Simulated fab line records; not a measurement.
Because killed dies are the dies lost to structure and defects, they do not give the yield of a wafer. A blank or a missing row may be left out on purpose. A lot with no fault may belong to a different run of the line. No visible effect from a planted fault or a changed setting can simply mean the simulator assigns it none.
Matching of chambers / flow nand_harc / 3 sister chambers for NHARC_A_SLIT_DEP_23 on pecvd-01
The step deposits SiON, target thk 100 nm. 3 wafers are shown with their chamber, then 7 later ones without.

WAFERS, EACH WITH ITS CHAMBER
wafer=L076.6; chamber=2; heater_power_w (W)=612
wafer=L081.5; chamber=0; heater_power_w (W)=758
wafer=L085.4; chamber=1; heater_power_w (W)=625

WAFERS WITHOUT THEIR CHAMBER
wafer=L085.6; heater_power_w (W)=844
wafer=L094.2; heater_power_w (W)=648
wafer=L094.4; heater_power_w (W)=848
wafer=L094.5; heater_power_w (W)=631
wafer=L097.3; heater_power_w (W)=618
wafer=L097.4; heater_power_w (W)=615
wafer=L097.6; heater_power_w (W)=768

WHICH CHAMBER EACH WENT THROUGH
wafer=L085.6; from the rows above=0; in truth=0
wafer=L094.2; from the rows above=can't be placed: 1 or 2 or 0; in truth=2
wafer=L094.4; from the rows above=0; in truth=0
wafer=L094.5; from the rows above=can't be placed: 1 or 2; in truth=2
wafer=L097.3; from the rows above=can't be placed: 2 or 1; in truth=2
wafer=L097.4; from the rows above=can't be placed: 2 or 1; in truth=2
wafer=L097.6; from the rows above=0; in truth=0
Placed correctly: 3 of 7. Not placeable from these rows: 4 (in 4, the candidates include the true chamber). Placed wrongly: 0.
How it was worked out, from the rows above alone: a wafer's distance from a chamber is the root of the sum, over the readings, of the square of ((its reading less the chamber's mean) divided by the reading's scatter). If the next closest chamber is less than 2 further off than the closest, the wafer can't be placed; otherwise it belongs to the closest. The mean given for a chamber averages the wafers shown for that chamber. The scatter (one wafer shown for each chamber): square how far every hidden wafer sits from the nearest shown wafer, average those squares and take the square root.
